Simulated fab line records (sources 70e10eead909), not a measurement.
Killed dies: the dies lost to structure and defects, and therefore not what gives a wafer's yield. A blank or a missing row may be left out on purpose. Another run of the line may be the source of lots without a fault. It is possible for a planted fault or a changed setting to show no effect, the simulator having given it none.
fab line records :: flow nand-harc
record
  lots=12
  wafers=36
  last-day=33
route steps=1302 shown P_GATE@131
lots that met no fault: taken from a fault-free run of the same line
start-h: the number of hours between the record's first day and the start of the first shown wafer of the lot :: wait-h: time in hours since the lot's previous step :: " the same as in the row above :: L1.1+2: one row covering several wafers at once :: - either no value or no given start :: * or withheld: withheld :: < > ~ a bound
route shown NAME@n: a module of which the file shows steps, and the number in the route of the first :: usual: mean/standard deviation taken from wafers without a fault :: same: alike in all rows :: chamber/n: place in a boat :: sites: each site's reading :: _std_site: the standard deviation of these :: _edge_site: inner sites' mean taken away from outer sites' mean :: radius-mm: for every site, how far away it sits from the centre of the wafer :: mask NAME#n: copy n :: behind: tool/chamber where the wafer was last shaped :: hold: reason for holding the lot/hours on hold/outcome of the hold :: device: names the non-switching transistor (n, p or np) :: end of line: tests run on the same wafers once the route is complete :: a step with no rows: only its recipe :: killed: dies that structure and defects cost at the first sort, which is not the same as the wafer's yield :: map: per-die view of a wafer (x killed, . not killed, _ where there is no die)
set.NAME: the setting the step ran with; set.NAME@STEP: the setting that earlier step ran with :: model.NAME: the simulator's own value behind a step, which no gauge read
the route's steps for a sample of lots (tables are steps, rows are wafers)
services: from which hour (start-h, from the record's first day; less than 0 if before it) a tool's chamber was out of use, for how many hours, and why
## steps
# step NHARC_P_GATE_HM_DEP_102
# recipe
  target-thk-a=1200
  temp-c=400
  material=aC
# usual
  throttle-valve-pct=35.000/0.0089
lot.wafer: L750.1
tool: acl-dep-02
chamber: 0
start-h: 105.78
wait-h: 0.4
throttle-valve-pct: 34.995

lot.wafer: L750.5
tool: acl-dep-02
chamber: 0
start-h: 105.78
wait-h: 0.4
throttle-valve-pct: 35.001

lot.wafer: L750.6
tool: acl-dep-02
chamber: 0
start-h: 105.78
wait-h: 0.4
throttle-valve-pct: 34.984

lot.wafer: L752.2
tool: acl-dep-02
chamber: 0
start-h: 131.40
wait-h: 2.7
throttle-valve-pct: 34.991

lot.wafer: L752.4
tool: acl-dep-02
chamber: 0
start-h: 131.40
wait-h: 2.7
throttle-valve-pct: 35.003

lot.wafer: L752.6
tool: acl-dep-02
chamber: 0
start-h: 131.40
wait-h: 2.7
throttle-valve-pct: 35.016

lot.wafer: L754.1
tool: acl-dep-01
chamber: 0
start-h: 142.27
wait-h: 0.6
throttle-valve-pct: 35.000

lot.wafer: L754.2
tool: acl-dep-01
chamber: 0
start-h: 142.27
wait-h: 0.6
throttle-valve-pct: 34.988

lot.wafer: L754.6
tool: acl-dep-01
chamber: 0
start-h: 142.27
wait-h: 0.6
throttle-valve-pct: 34.991

lot.wafer: L755.2
tool: acl-dep-02
chamber: 0
start-h: 162.32
wait-h: 1.8
throttle-valve-pct: 34.998

lot.wafer: L755.3
tool: acl-dep-02
chamber: 0
start-h: 162.32
wait-h: 1.8
throttle-valve-pct: 34.996

lot.wafer: L755.5
tool: acl-dep-02
chamber: 0
start-h: 162.32
wait-h: 1.8
throttle-valve-pct: 35.005

lot.wafer: L757.2
tool: acl-dep-03
chamber: 0
start-h: 176.74
wait-h: 1.1
throttle-valve-pct: 35.006

lot.wafer: L757.4
tool: acl-dep-03
chamber: 0
start-h: 176.74
wait-h: 1.1
throttle-valve-pct: 35.005

lot.wafer: L757.6
tool: acl-dep-03
chamber: 0
start-h: 176.74
wait-h: 1.1
throttle-valve-pct: 34.991

lot.wafer: L758.1
tool: acl-dep-02
chamber: 0
start-h: 193.56
wait-h: 0.4
throttle-valve-pct: 34.998

lot.wafer: L758.2
tool: acl-dep-02
chamber: 0
start-h: 193.56
wait-h: 0.4
throttle-valve-pct: 34.997

lot.wafer: L758.4
tool: acl-dep-02
chamber: 0
start-h: 193.56
wait-h: 0.4
throttle-valve-pct: 34.997

lot.wafer: L760.1
tool: acl-dep-02
chamber: 0
start-h: 204.86
wait-h: 0.4
throttle-valve-pct: 34.993

lot.wafer: L760.3
tool: acl-dep-02
chamber: 0
start-h: 204.86
wait-h: 0.4
throttle-valve-pct: 35.008

lot.wafer: L760.6
tool: acl-dep-02
chamber: 0
start-h: 204.86
wait-h: 0.4
throttle-valve-pct: 35.001

lot.wafer: L764.1
tool: acl-dep-01
chamber: 0
start-h: 245.54
wait-h: 2.2
throttle-valve-pct: 34.990

lot.wafer: L764.2
tool: acl-dep-01
chamber: 0
start-h: 245.54
wait-h: 2.2
throttle-valve-pct: 35.008

lot.wafer: L764.3
tool: acl-dep-01
chamber: 0
start-h: 245.54
wait-h: 2.2
throttle-valve-pct: 35.022

lot.wafer: L765.1
tool: acl-dep-02
chamber: 0
start-h: 271.73
wait-h: 0.4
throttle-valve-pct: 35.005

lot.wafer: L765.2
tool: acl-dep-02
chamber: 0
start-h: 271.73
wait-h: 0.4
throttle-valve-pct: 35.006

lot.wafer: L765.5
tool: acl-dep-02
chamber: 0
start-h: 271.73
wait-h: 0.4
throttle-valve-pct: 35.002

lot.wafer: L770.2
tool: acl-dep-03
chamber: 0
start-h: 312.21
wait-h: 8.3
throttle-valve-pct: 34.995

lot.wafer: L770.3
tool: acl-dep-03
chamber: 0
start-h: 312.21
wait-h: 8.3
throttle-valve-pct: 35.007

lot.wafer: L770.6
tool: acl-dep-03
chamber: 0
start-h: 312.21
wait-h: 8.3
throttle-valve-pct: 34.995

lot.wafer: L771.1
tool: acl-dep-02
chamber: 0
start-h: 317.45
wait-h: 0.4
throttle-valve-pct: 34.996

lot.wafer: L771.2
tool: acl-dep-02
chamber: 0
start-h: 317.45
wait-h: 0.4
throttle-valve-pct: 35.005

lot.wafer: L771.4
tool: acl-dep-02
chamber: 0
start-h: 317.45
wait-h: 0.4
throttle-valve-pct: 34.997

lot.wafer: L772.4
tool: acl-dep-02
chamber: 0
start-h: 318.42
wait-h: 1.3
throttle-valve-pct: 35.008

lot.wafer: L772.5
tool: acl-dep-02
chamber: 0
start-h: 318.42
wait-h: 1.3
throttle-valve-pct: 35.009

lot.wafer: L772.6
tool: acl-dep-02
chamber: 0
start-h: 318.42
wait-h: 1.3
throttle-valve-pct: 35.010
# step NHARC_P_GATE_INSPECT_28
# usual
  raw-defect-count=5.9/3
lot.wafer: L750.1
tool: defect-inspect-02
chamber: -
start-h: 107.24
wait-h: 0.0
raw-defect-count: 5

lot.wafer: L750.5
tool: defect-inspect-02
chamber: -
start-h: 107.24
wait-h: 0.0
raw-defect-count: 1

lot.wafer: L750.6
tool: defect-inspect-02
chamber: -
start-h: 107.24
wait-h: 0.0
raw-defect-count: 10

lot.wafer: L752.2
tool: defect-inspect-01
chamber: -
start-h: 132.64
wait-h: 0.0
raw-defect-count: 5

lot.wafer: L752.4
tool: defect-inspect-01
chamber: -
start-h: 132.64
wait-h: 0.0
raw-defect-count: 5

lot.wafer: L752.6
tool: defect-inspect-01
chamber: -
start-h: 132.64
wait-h: 0.0
raw-defect-count: 4

lot.wafer: L754.1
tool: defect-inspect-02
chamber: -
start-h: 143.74
wait-h: 0.0
raw-defect-count: 4

lot.wafer: L754.2
tool: defect-inspect-02
chamber: -
start-h: 143.74
wait-h: 0.0
raw-defect-count: 3

lot.wafer: L754.6
tool: defect-inspect-02
chamber: -
start-h: 143.74
wait-h: 0.0
raw-defect-count: 4

lot.wafer: L755.2
tool: defect-inspect-01
chamber: -
start-h: 163.55
wait-h: 0.0
raw-defect-count: 5

lot.wafer: L755.3
tool: defect-inspect-01
chamber: -
start-h: 163.55
wait-h: 0.0
raw-defect-count: 4

lot.wafer: L755.5
tool: defect-inspect-01
chamber: -
start-h: 163.55
wait-h: 0.0
raw-defect-count: 2

lot.wafer: L757.2
tool: defect-inspect-01
chamber: -
start-h: 178.15
wait-h: 0.0
raw-defect-count: 13

lot.wafer: L757.4
tool: defect-inspect-01
chamber: -
start-h: 178.15
wait-h: 0.0
raw-defect-count: 4

lot.wafer: L757.6
tool: defect-inspect-01
chamber: -
start-h: 178.15
wait-h: 0.0
raw-defect-count: 8

lot.wafer: L758.1
tool: defect-inspect-02
chamber: -
start-h: 195.04
wait-h: 0.0
raw-defect-count: 7

lot.wafer: L758.2
tool: defect-inspect-02
chamber: -
start-h: 195.04
wait-h: 0.0
raw-defect-count: 5

lot.wafer: L758.4
tool: defect-inspect-02
chamber: -
start-h: 195.04
wait-h: 0.0
raw-defect-count: 6

lot.wafer: L760.1
tool: defect-inspect-01
chamber: -
start-h: 206.32
wait-h: 0.0
raw-defect-count: 18

lot.wafer: L760.3
tool: defect-inspect-01
chamber: -
start-h: 206.32
wait-h: 0.0
raw-defect-count: 6

lot.wafer: L760.6
tool: defect-inspect-01
chamber: -
start-h: 206.32
wait-h: 0.0
raw-defect-count: 5

lot.wafer: L764.1
tool: defect-inspect-01
chamber: -
start-h: 247.11
wait-h: 0.0
raw-defect-count: 12

lot.wafer: L764.2
tool: defect-inspect-01
chamber: -
start-h: 247.11
wait-h: 0.0
raw-defect-count: 6

lot.wafer: L764.3
tool: defect-inspect-01
chamber: -
start-h: 247.11
wait-h: 0.0
raw-defect-count: 4

lot.wafer: L765.1
tool: defect-inspect-02
chamber: -
start-h: 273.23
wait-h: 0.0
raw-defect-count: 7

lot.wafer: L765.2
tool: defect-inspect-02
chamber: -
start-h: 273.23
wait-h: 0.0
raw-defect-count: 4

lot.wafer: L765.5
tool: defect-inspect-02
chamber: -
start-h: 273.23
wait-h: 0.0
raw-defect-count: 4

lot.wafer: L770.2
tool: defect-inspect-02
chamber: -
start-h: 313.57
wait-h: 0.0
raw-defect-count: 3

lot.wafer: L770.3
tool: defect-inspect-02
chamber: -
start-h: 313.57
wait-h: 0.0
raw-defect-count: 5

lot.wafer: L770.6
tool: defect-inspect-02
chamber: -
start-h: 313.57
wait-h: 0.0
raw-defect-count: 6

lot.wafer: L771.1
tool: defect-inspect-01
chamber: -
start-h: 318.95
wait-h: 0.0
raw-defect-count: 11

lot.wafer: L771.2
tool: defect-inspect-01
chamber: -
start-h: 318.95
wait-h: 0.0
raw-defect-count: 9

lot.wafer: L771.4
tool: defect-inspect-01
chamber: -
start-h: 318.95
wait-h: 0.0
raw-defect-count: 4

lot.wafer: L772.4
tool: defect-inspect-01
chamber: -
start-h: 319.57
wait-h: 0.0
raw-defect-count: 2

lot.wafer: L772.5
tool: defect-inspect-01
chamber: -
start-h: 319.57
wait-h: 0.0
raw-defect-count: 8

lot.wafer: L772.6
tool: defect-inspect-01
chamber: -
start-h: 319.57
wait-h: 0.0
raw-defect-count: 7
# step NHARC_P_GATE_ETCH_32
# recipe
  target-depth-a=1500
  over-etch-frac=1
  over-etch-ion-energy-ev=40
  time-s=100.1
  hbr-flow-sccm=150
  cl2-flow-sccm=50
  rf-w=400
  icp-w=400
  bias-w=100
  chemistry=HBr/Cl2
# usual
  drypump-motor-current-A=5.5/0.54
  hbr-flow-sccm=150.0/0.42
  oes-product-au=1.001/0.012
  throttle-valve-pct=26.405/0.0083
lot.wafer: L750.1
tool: rie-si-04
chamber: 0
start-h: 107.83
wait-h: -
drypump-motor-current-A: 6.7
hbr-flow-sccm: 150.6
oes-product-au: 1.000
rf-hours-counter-h: 0.9
throttle-valve-pct: 26.406

lot.wafer: L750.5
tool: rie-si-04
chamber: 1
start-h: 107.83
wait-h: -
drypump-motor-current-A: 4.9
hbr-flow-sccm: 149.6
oes-product-au: 0.994
rf-hours-counter-h: -
throttle-valve-pct: 26.406

lot.wafer: L750.6
tool: rie-si-04
chamber: 2
start-h: 107.83
wait-h: -
drypump-motor-current-A: 5.2
hbr-flow-sccm: 151.0
oes-product-au: 0.990
rf-hours-counter-h: -
throttle-valve-pct: 26.401

lot.wafer: L752.4
tool: rie-si-01
chamber: 3
start-h: 133.17
wait-h: -
drypump-motor-current-A: 4.9
hbr-flow-sccm: 149.6
oes-product-au: 1.008
rf-hours-counter-h: 0.6
throttle-valve-pct: 26.402

lot.wafer: L752.2
tool: rie-si-01
chamber: 0
start-h: 133.17
wait-h: -
drypump-motor-current-A: 5.8
hbr-flow-sccm: 150.5
oes-product-au: 1.005
rf-hours-counter-h: 0.5
throttle-valve-pct: 26.418

lot.wafer: L752.6
tool: rie-si-01
chamber: 2
start-h: 133.17
wait-h: -
drypump-motor-current-A: 6.4
hbr-flow-sccm: 150.4
oes-product-au: 0.989
rf-hours-counter-h: -
throttle-valve-pct: 26.393

lot.wafer: L754.1
tool: rie-si-06
chamber: 0
start-h: 144.27
wait-h: -
drypump-motor-current-A: 5.3
hbr-flow-sccm: 150.3
oes-product-au: 0.999
rf-hours-counter-h: 0.4
throttle-valve-pct: 26.412

lot.wafer: L754.2
tool: rie-si-06
chamber: 3
start-h: 144.27
wait-h: -
drypump-motor-current-A: 5.1
hbr-flow-sccm: 150.0
oes-product-au: 0.999
rf-hours-counter-h: 0.3
throttle-valve-pct: 26.401

lot.wafer: L754.6
tool: rie-si-06
chamber: 0
start-h: 144.27
wait-h: -
drypump-motor-current-A: 5.3
hbr-flow-sccm: 150.1
oes-product-au: 1.003
rf-hours-counter-h: -
throttle-valve-pct: 26.418

lot.wafer: L755.3
tool: rie-si-01
chamber: 2
start-h: 164.11
wait-h: -
drypump-motor-current-A: 6.4
hbr-flow-sccm: 149.6
oes-product-au: 0.992
rf-hours-counter-h: 0.8
throttle-valve-pct: 26.395

lot.wafer: L755.2
tool: rie-si-01
chamber: 3
start-h: 164.11
wait-h: -
drypump-motor-current-A: 4.9
hbr-flow-sccm: 150.4
oes-product-au: 1.009
rf-hours-counter-h: 0.8
throttle-valve-pct: 26.413

lot.wafer: L755.5
tool: rie-si-01
chamber: 1
start-h: 164.11
wait-h: -
drypump-motor-current-A: 6.0
hbr-flow-sccm: 150.3
oes-product-au: 1.005
rf-hours-counter-h: -
throttle-valve-pct: 26.408

lot.wafer: L757.4
tool: rie-si-04
chamber: 2
start-h: 178.69
wait-h: -
drypump-motor-current-A: 5.2
hbr-flow-sccm: 150.7
oes-product-au: 0.995
rf-hours-counter-h: 0.0
throttle-valve-pct: 26.403

lot.wafer: L757.2
tool: rie-si-04
chamber: 3
start-h: 178.69
wait-h: -
drypump-motor-current-A: 4.8
hbr-flow-sccm: 150.8
oes-product-au: 1.015
rf-hours-counter-h: 0.0
throttle-valve-pct: 26.402

lot.wafer: L757.6
tool: rie-si-04
chamber: 1
start-h: 178.69
wait-h: -
drypump-motor-current-A: 4.9
hbr-flow-sccm: 149.9
oes-product-au: 1.013
rf-hours-counter-h: -
throttle-valve-pct: 26.405

lot.wafer: L758.1
tool: rie-si-04
chamber: 2
start-h: 195.58
wait-h: -
drypump-motor-current-A: 5.2
hbr-flow-sccm: 150.3
oes-product-au: 1.002
rf-hours-counter-h: 0.1
throttle-valve-pct: 26.397

lot.wafer: L758.4
tool: rie-si-04
chamber: 3
start-h: 195.58
wait-h: -
drypump-motor-current-A: 4.8
hbr-flow-sccm: 150.1
oes-product-au: 1.008
rf-hours-counter-h: 0.1
throttle-valve-pct: 26.388

lot.wafer: L758.2
tool: rie-si-04
chamber: 0
start-h: 195.58
wait-h: -
drypump-motor-current-A: 6.7
hbr-flow-sccm: 150.9
oes-product-au: 0.988
rf-hours-counter-h: 0.1
throttle-valve-pct: 26.421

lot.wafer: L760.1
tool: rie-si-06
chamber: 2
start-h: 206.85
wait-h: -
drypump-motor-current-A: 5.7
hbr-flow-sccm: 150.3
oes-product-au: 1.016
rf-hours-counter-h: 0.8
throttle-valve-pct: 26.404

lot.wafer: L760.3
tool: rie-si-06
chamber: 0
start-h: 206.85
wait-h: -
drypump-motor-current-A: 5.3
hbr-flow-sccm: 149.8
oes-product-au: 1.007
rf-hours-counter-h: 0.9
throttle-valve-pct: 26.415

lot.wafer: L760.6
tool: rie-si-06
chamber: 2
start-h: 206.85
wait-h: -
drypump-motor-current-A: 5.6
hbr-flow-sccm: 150.5
oes-product-au: 1.011
rf-hours-counter-h: -
throttle-valve-pct: 26.411

lot.wafer: L764.1
tool: rie-si-06
chamber: 3
start-h: 247.65
wait-h: -
drypump-motor-current-A: 5.1
hbr-flow-sccm: 149.3
oes-product-au: 1.016
rf-hours-counter-h: 1.0
throttle-valve-pct: 26.405

lot.wafer: L764.2
tool: rie-si-06
chamber: 0
start-h: 247.65
wait-h: -
drypump-motor-current-A: 5.3
hbr-flow-sccm: 149.8
oes-product-au: 1.013
rf-hours-counter-h: 1.1
throttle-valve-pct: 26.402

lot.wafer: L764.3
tool: rie-si-06
chamber: 1
start-h: 247.65
wait-h: -
drypump-motor-current-A: 5.5
hbr-flow-sccm: 149.8
oes-product-au: 0.988
rf-hours-counter-h: 1.2
throttle-valve-pct: 26.402

lot.wafer: L765.2
tool: rie-si-06
chamber: 0
start-h: 273.77
wait-h: -
drypump-motor-current-A: 5.3
hbr-flow-sccm: 150.3
oes-product-au: 1.014
rf-hours-counter-h: 0.1
throttle-valve-pct: 26.415

lot.wafer: L765.1
tool: rie-si-06
chamber: 2
start-h: 273.77
wait-h: -
drypump-motor-current-A: 5.7
hbr-flow-sccm: 150.5
oes-product-au: 1.016
rf-hours-counter-h: 0.1
throttle-valve-pct: 26.392

lot.wafer: L765.5
tool: rie-si-06
chamber: 0
start-h: 273.77
wait-h: -
drypump-motor-current-A: 5.3
hbr-flow-sccm: 149.8
oes-product-au: 1.015
rf-hours-counter-h: -
throttle-valve-pct: 26.413

lot.wafer: L770.2
tool: rie-si-01
chamber: 3
start-h: 314.09
wait-h: -
drypump-motor-current-A: 4.9
hbr-flow-sccm: 150.0
oes-product-au: 1.040
rf-hours-counter-h: 0.6
throttle-valve-pct: 26.404

lot.wafer: L770.3
tool: rie-si-01
chamber: 1
start-h: 314.09
wait-h: -
drypump-motor-current-A: 6.0
hbr-flow-sccm: 150.1
oes-product-au: 0.996
rf-hours-counter-h: 0.7
throttle-valve-pct: 26.401

lot.wafer: L770.6
tool: rie-si-01
chamber: 0
start-h: 314.09
wait-h: -
drypump-motor-current-A: 5.8
hbr-flow-sccm: 150.1
oes-product-au: 1.004
rf-hours-counter-h: -
throttle-valve-pct: 26.414

lot.wafer: L771.1
tool: rie-si-01
chamber: 1
start-h: 319.48
wait-h: -
drypump-motor-current-A: 6.0
hbr-flow-sccm: 149.8
oes-product-au: 1.002
rf-hours-counter-h: 0.8
throttle-valve-pct: 26.409

lot.wafer: L771.4
tool: rie-si-01
chamber: 2
start-h: 319.48
wait-h: -
drypump-motor-current-A: 6.4
hbr-flow-sccm: 150.9
oes-product-au: 0.999
rf-hours-counter-h: 0.7
throttle-valve-pct: 26.390

lot.wafer: L771.2
tool: rie-si-01
chamber: 0
start-h: 319.48
wait-h: -
drypump-motor-current-A: 5.8
hbr-flow-sccm: 150.6
oes-product-au: 0.996
rf-hours-counter-h: 0.9
throttle-valve-pct: 26.411

lot.wafer: L772.4
tool: rie-si-04
chamber: 0
start-h: 320.14
wait-h: -
drypump-motor-current-A: 6.7
hbr-flow-sccm: 150.2
oes-product-au: 0.972
rf-hours-counter-h: 0.7
throttle-valve-pct: 26.403

lot.wafer: L772.5
tool: rie-si-04
chamber: 1
start-h: 320.14
wait-h: -
drypump-motor-current-A: 4.9
hbr-flow-sccm: 150.3
oes-product-au: 0.999
rf-hours-counter-h: -
throttle-valve-pct: 26.409

lot.wafer: L772.6
tool: rie-si-04
chamber: 2
start-h: 320.14
wait-h: -
drypump-motor-current-A: 5.2
hbr-flow-sccm: 150.5
oes-product-au: 1.000
rf-hours-counter-h: -
throttle-valve-pct: 26.402
# step NHARC_P_GATE_EXPOSE_43
# recipe
  na=0.6
  target-cd-nm=720
  dose-mj=14.81
  mask-id=P_NSD
# same
  na=0.6
lot.wafer: L750.1+5+6
tool: krf-scanner-03
chamber: 0
start-h: 118.98
wait-h: -
mask: P_NSD#0

lot.wafer: L752.2+4+6
tool: krf-scanner-04
chamber: 0
start-h: 144.27
wait-h: -
mask: P_NSD#0

lot.wafer: L754.1+2+6
tool: krf-scanner-03
chamber: 0
start-h: 155.48
wait-h: -
mask: P_NSD#0

lot.wafer: L755.2+3+5
tool: krf-scanner-02
chamber: 0
start-h: 175.19
wait-h: -
mask: P_NSD#0

lot.wafer: L757.2+4+6
tool: krf-scanner-04
chamber: 0
start-h: 189.80
wait-h: -
mask: P_NSD#0

lot.wafer: L758.1+2+4
tool: krf-scanner-02
chamber: 0
start-h: 206.77
wait-h: -
mask: P_NSD#0

lot.wafer: L760.1+3+6
tool: krf-scanner-03
chamber: 0
start-h: 218.01
wait-h: -
mask: P_NSD_R1#0

lot.wafer: L764.1+2+3
tool: krf-scanner-04
chamber: 0
start-h: 258.83
wait-h: -
mask: P_NSD#0

lot.wafer: L765.1+2+5
tool: krf-scanner-03
chamber: 0
start-h: 285.06
wait-h: -
mask: P_NSD#0

lot.wafer: L770.2+3+6
tool: krf-scanner-03
chamber: 0
start-h: 325.28
wait-h: -
mask: P_NSD#0

lot.wafer: L771.1+2+4
tool: krf-scanner-03
chamber: 0
start-h: 330.63
wait-h: -
mask: P_NSD#0

lot.wafer: L772.4+5+6
tool: krf-scanner-02
chamber: 0
start-h: 331.33
wait-h: -
mask: P_NSD#0
# step NHARC_P_GATE_CD_MEAS_46
# recipe
  target-cd-nm=720
  landing-energy-ev=500
# usual
  cd-nm=719.6/2.2
# same
  landing-energy-ev=500
lot.wafer: L750.1
tool: cd-sem-01
chamber: 0
start-h: 119.14
wait-h: -
hold: -
cd-nm: 718.4

lot.wafer: L750.5
tool: cd-sem-01
chamber: 0
start-h: 119.14
wait-h: -
hold: -
cd-nm: 717.9

lot.wafer: L750.6
tool: cd-sem-01
chamber: 0
start-h: 119.14
wait-h: -
hold: -
cd-nm: 718.1

lot.wafer: L752.2
tool: cd-sem-01
chamber: 0
start-h: 144.42
wait-h: -
hold: -
cd-nm: 719.1

lot.wafer: L752.4
tool: cd-sem-01
chamber: 0
start-h: 144.42
wait-h: -
hold: -
cd-nm: 717.1

lot.wafer: L752.6
tool: cd-sem-01
chamber: 0
start-h: 144.42
wait-h: -
hold: -
cd-nm: 718.4

lot.wafer: L754.1
tool: cd-sem-01
chamber: 0
start-h: 155.64
wait-h: -
hold: -
cd-nm: 722.1

lot.wafer: L754.2
tool: cd-sem-01
chamber: 0
start-h: 155.64
wait-h: -
hold: -
cd-nm: 718.4

lot.wafer: L754.6
tool: cd-sem-01
chamber: 0
start-h: 155.64
wait-h: -
hold: -
cd-nm: 720.7

lot.wafer: L755.2
tool: cd-sem-01
chamber: 0
start-h: 175.34
wait-h: -
hold: -
cd-nm: 719.6

lot.wafer: L755.3
tool: cd-sem-01
chamber: 0
start-h: 175.34
wait-h: -
hold: -
cd-nm: 718.6

lot.wafer: L755.5
tool: cd-sem-01
chamber: 0
start-h: 175.34
wait-h: -
hold: -
cd-nm: 720.7

lot.wafer: L757.2
tool: cd-sem-01
chamber: 0
start-h: 189.96
wait-h: -
hold: -
cd-nm: 719.2

lot.wafer: L757.4
tool: cd-sem-01
chamber: 0
start-h: 189.96
wait-h: -
hold: -
cd-nm: 721.5

lot.wafer: L757.6
tool: cd-sem-01
chamber: 0
start-h: 189.96
wait-h: -
hold: -
cd-nm: 722.6

lot.wafer: L758.1
tool: cd-sem-01
chamber: 0
start-h: 206.93
wait-h: -
hold: -
cd-nm: 719.5

lot.wafer: L758.2
tool: cd-sem-01
chamber: 0
start-h: 206.93
wait-h: -
hold: -
cd-nm: 716.8

lot.wafer: L758.4
tool: cd-sem-01
chamber: 0
start-h: 206.93
wait-h: -
hold: -
cd-nm: 720.2

lot.wafer: L760.1
tool: cd-sem-03
chamber: 0
start-h: 218.17
wait-h: -
hold: await-dispo/0.2h/release
cd-nm: 708.9

lot.wafer: L760.3
tool: cd-sem-03
chamber: 0
start-h: 218.17
wait-h: -
hold: await-dispo/0.2h/release
cd-nm: 707.7

lot.wafer: L760.6
tool: cd-sem-03
chamber: 0
start-h: 218.17
wait-h: -
hold: await-dispo/0.2h/release
cd-nm: 711.4

lot.wafer: L760.1
tool: cd-sem-03
chamber: 0
start-h: -
wait-h: -
hold: -
cd-nm: 708.5

lot.wafer: L760.3
tool: cd-sem-03
chamber: 0
start-h: -
wait-h: -
hold: -
cd-nm: 707.7

lot.wafer: L760.6
tool: cd-sem-03
chamber: 0
start-h: -
wait-h: -
hold: -
cd-nm: 711.1

lot.wafer: L764.1
tool: cd-sem-03
chamber: 0
start-h: 258.99
wait-h: -
hold: -
cd-nm: 722.9

lot.wafer: L764.2
tool: cd-sem-03
chamber: 0
start-h: 258.99
wait-h: -
hold: -
cd-nm: 719.0

lot.wafer: L764.3
tool: cd-sem-03
chamber: 0
start-h: 258.99
wait-h: -
hold: -
cd-nm: 722.8

lot.wafer: L765.1
tool: cd-sem-02
chamber: 0
start-h: 285.22
wait-h: -
hold: -
cd-nm: 718.0

lot.wafer: L765.2
tool: cd-sem-02
chamber: 0
start-h: 285.22
wait-h: -
hold: -
cd-nm: 719.3

lot.wafer: L765.5
tool: cd-sem-02
chamber: 0
start-h: 285.22
wait-h: -
hold: -
cd-nm: 721.8

lot.wafer: L770.2
tool: cd-sem-02
chamber: 0
start-h: 325.44
wait-h: -
hold: -
cd-nm: 716.9

lot.wafer: L770.3
tool: cd-sem-02
chamber: 0
start-h: 325.44
wait-h: -
hold: -
cd-nm: 719.8

lot.wafer: L770.6
tool: cd-sem-02
chamber: 0
start-h: 325.44
wait-h: -
hold: -
cd-nm: 720.4

lot.wafer: L771.1
tool: cd-sem-02
chamber: 0
start-h: 330.79
wait-h: -
hold: -
cd-nm: 722.0

lot.wafer: L771.2
tool: cd-sem-02
chamber: 0
start-h: 330.79
wait-h: -
hold: -
cd-nm: 719.7

lot.wafer: L771.4
tool: cd-sem-02
chamber: 0
start-h: 330.79
wait-h: -
hold: -
cd-nm: 723.3

lot.wafer: L772.4
tool: cd-sem-02
chamber: 0
start-h: 331.48
wait-h: -
hold: -
cd-nm: 717.2

lot.wafer: L772.5
tool: cd-sem-02
chamber: 0
start-h: 331.48
wait-h: -
hold: -
cd-nm: 720.6

lot.wafer: L772.6
tool: cd-sem-02
chamber: 0
start-h: 331.48
wait-h: -
hold: -
cd-nm: 720.3
## services
tool: krf-scanner-04
chamber: -
start-h: 91.74
hours: 1.0
kind: repair

tool: krf-scanner-02
chamber: -
start-h: 94.00
hours: 4.0
kind: pm

tool: rie-si-04
chamber: 1
start-h: 100.70
hours: 2.0
kind: repair

tool: krf-scanner-03
chamber: -
start-h: 109.43
hours: 2.9
kind: repair

tool: rie-si-04
chamber: -
start-h: 117.88
hours: 2.0
kind: repair

tool: rie-si-04
chamber: -
start-h: 165.00
hours: 9.0
kind: pm

tool: krf-scanner-04
chamber: -
start-h: 182.35
hours: 4.0
kind: pm

tool: rie-si-01
chamber: -
start-h: 193.00
hours: 9.0
kind: pm

tool: rie-si-01
chamber: 1
start-h: 203.13
hours: 10.8
kind: repair

tool: rie-si-06
chamber: 3
start-h: 207.57
hours: 2.4
kind: repair

tool: krf-scanner-04
chamber: -
start-h: 208.95
hours: 0.2
kind: repair

tool: krf-scanner-03
chamber: -
start-h: 224.55
hours: 4.0
kind: pm

tool: rie-si-01
chamber: 2
start-h: 225.70
hours: 21.9
kind: repair

tool: acl-dep-02
chamber: -
start-h: 243.86
hours: 13.0
kind: pm

tool: rie-si-01
chamber: 3
start-h: 246.47
hours: 1.8
kind: repair

tool: rie-si-06
chamber: -
start-h: 249.00
hours: 9.0
kind: pm

tool: rie-si-04
chamber: 0
start-h: 253.15
hours: 21.4
kind: repair

tool: rie-si-04
chamber: -
start-h: 262.59
hours: 0.3
kind: repair

tool: krf-scanner-02
chamber: -
start-h: 266.00
hours: 4.0
kind: pm

tool: rie-si-01
chamber: -
start-h: 267.94
hours: 2.4
kind: repair

tool: rie-si-01
chamber: 1
start-h: 281.53
hours: 3.1
kind: repair

tool: rie-si-04
chamber: 3
start-h: 289.56
hours: 3.5
kind: repair

tool: krf-scanner-03
chamber: -
start-h: 314.47
hours: 0.5
kind: repair

tool: krf-scanner-03
chamber: -
start-h: 315.08
hours: 8.4
kind: repair
## key
first-sign
  step=NHARC_P_GATE_EXPOSE_43
  reading=mask
  direction=changed
effect
  step=NHARC_P_GATE_CD_MEAS_46
  reading=visit
  direction=added
met-at NHARC_P_GATE_EXPOSE_43
struck-lots L760
tester-left-out L760
not-acting-at NHARC_P_GATE_HM_DEP_102,NHARC_P_GATE_INSPECT_28,NHARC_P_GATE_ETCH_32
onset-between 155.48 218.01
fault
  kind=wrong-mask
  tool=any
  chamber=-
  onset-h=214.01
  steps=NHARC_P_GATE_EXPOSE_43
  aux-copy=P_NSD_R1#0
  cd-offset-nm=-13.341
  scope=struck-lots-only
# tester-left-out: of these lots the tester's yield and bins aren't shown, on N5 and GAA mostly nor the transistor test; their killed dies are dies lost to structure and defects alone, not to doping, threshold or leakage, so they don't give the yield
